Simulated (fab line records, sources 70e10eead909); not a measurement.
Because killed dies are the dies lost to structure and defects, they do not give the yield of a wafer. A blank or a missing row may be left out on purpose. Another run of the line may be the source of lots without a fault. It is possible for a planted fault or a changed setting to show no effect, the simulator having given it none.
Which of the tools did it? | flow nand-harc | 12 lots, 36 wafers sampled, at 2 steps of a route of 1302

== WHAT THE GAUGES READ, wafer by wafer ==
NHARC_A_WL_FILL_INSPECT_15.
lot  | measured     | on                | raw-defect-count
L076 | day 21 17:07 | defect-inspect-01 | 500 449 555
L077 | day 22 13:27 | defect-inspect-02 | 425 419 391
L078 | day 22 13:20 | defect-inspect-01 | 344 334 438
L080 | day 24 06:46 | defect-inspect-02 | 420 731 531
L084 | day 24 22:42 | defect-inspect-02 | 704 686 732
L086 | day 25 15:32 | defect-inspect-02 | 410 409 699
L085 | day 25 23:30 | defect-inspect-02 | 509 660 759
L091 | day 27 11:11 | defect-inspect-02 | 619 412 471
L088 | day 27 15:50 | defect-inspect-01 | 348 387 431
L093 | day 29 07:16 | defect-inspect-02 | 548 415 400
L095 | day 29 12:48 | defect-inspect-02 | 302 332 512
L097 | day 31 10:37 | defect-inspect-02 | 364 366 426

== EACH LOT AND THE TOOL THAT RAN IT (in order: tool; ch and the chambers of the sampled wafers; start) ==
lot  | NHARC_A_WL_FILL_ALD_02
L076 | ald-metal-02 ch 0,1,3, day 20 23:49
L077 | ald-metal-03 ch 0,2, day 21 17:26
L078 | ald-metal-01 ch 1,2, day 21 20:12
L080 | ald-metal-03 ch 2,3, day 23 12:57
L084 | ald-metal-03 ch 0,1,2, day 24 05:49
L086 | ald-metal-01 ch 0,2, day 24 18:34
L085 | ald-metal-01 ch 0,3, day 25 06:04
L091 | ald-metal-01 ch 0,1,3, day 26 16:26
L088 | ald-metal-03 ch 0,1,2, day 26 20:23
L093 | ald-metal-02 ch 0,1,2, day 28 13:57
L095 | ald-metal-01 ch 0,1, day 28 17:34
L097 | ald-metal-02 ch 1,2,3, day 30 17:09
- NHARC_A_WL_FILL_ALD_02: deposits TiN, target thk 2 nm, pulse time 3 s, ald cycles 100.

== THE ANSWER, worked out from the rows above alone ==
Rule: the lots themselves supply what counts as usual. The widest of any qualifying gaps counts: lots, ordered by their means at a reading, are off when they make up no more than a third of the lots, leave a main group of 4 or more, and stand apart from it by 3 or more times the standard deviation of that group's means. A main group whose means are all the same, to the digits that the tables above print for the reading, isn't used. A lot without any number at a reading at which 4 lots or more have one is off too. All remaining lots with rows at the step are treated as sound.
No lot is off on any of the readings shown, so nothing can be concluded from this.

== WHAT THE SIMULATOR HAD INSERTED ==
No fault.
